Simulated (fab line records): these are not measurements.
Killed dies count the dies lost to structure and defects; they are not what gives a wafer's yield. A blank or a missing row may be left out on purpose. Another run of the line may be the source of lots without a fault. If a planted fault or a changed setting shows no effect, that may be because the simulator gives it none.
Chamber matching | flow nand-harc | NHARC_A_STAIRCASE_ETCH_444 on rie-diel-12: 4 sister chambers
The step etches the open film in C4F8/O2, target depth 20400 nm, time 6800 s. 14 wafers are shown with their chamber, then 7 later ones without.

## WAFERS, EACH WITH ITS CHAMBER
wafer  | chamber | rf-vpp-V (V) | oes-product-au (a.u.)
L078.1 | 1       | 806          | 0.979
L078.3 | 3       | 809          | 0.950
L078.5 | 3       | 808          | 0.958
L080.1 | 1       | 807          | 0.986
L080.2 | 0       | 807          | 0.954
L080.6 | 0       | 808          | 0.955
L081.2 | 3       | 809          | 0.949
L081.3 | 1       | 806          | 0.981
L081.6 | 3       | 808          | 0.943
L083.1 | 0       | 805          | 0.927
L083.2 | 2       | 808          | 0.935
L083.3 | 3       | 808          | 0.926
L083.4 | 1       | 805          | 0.952
L083.5 | 1       | 806          | 0.947

SIGNATURES, as means of the wafers listed above
reading        | chamber 0 | chamber 1 | chamber 2 | chamber 3 | scatter within a chamber
rf-vpp-V       | 806.67    | 806.00    | 808.00    | 808.40    | 0.887
oes-product-au | 0.94533   | 0.96900   | 0.93500   | 0.94520   | 0.0154
Rule: a wafer lies at a distance from a chamber equal to the root of the sum of squares, over the readings, of (its reading less the chamber's mean, divided by the reading's scatter). The wafer belongs to the nearest chamber; if the next one is less than 2 further off, it can't be placed. The scatter: take each reading less its chamber's mean, square it, sum over the shown wafers, divide by the number of wafers less the number of chambers, and take the root.

## WAFERS MISSING THEIR CHAMBER
wafer  | rf-vpp-V (V) | oes-product-au (a.u.)
L083.6 | 807          | 0.921
L088.1 | 806          | 0.952
L088.3 | 809          | 0.924
L088.5 | 806          | 0.943
L092.1 | 805          | 0.934
L092.4 | 809          | 0.936
L092.6 | 805          | 0.938

## WHICH CHAMBER EACH WENT THROUGH
wafer  | from the rows above               | in truth
L083.6 | can't be placed: 2 or 0 or 3 or 1 | 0
L088.1 | can't be placed: 0 or 1 or 2 or 3 | 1
L088.3 | can't be placed: 2 or 3 or 0      | 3
L088.5 | can't be placed: 0 or 1 or 2 or 3 | 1
L092.1 | can't be placed: 0 or 1 or 2 or 3 | 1
L092.4 | can't be placed: 3 or 2 or 0      | 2
L092.6 | can't be placed: 0 or 1 or 2 or 3 | 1
Placed correctly: 0 of 7. Can't be placed from these rows: 7 (the true chamber is among the candidates in 7). Wrongly placed: 0.
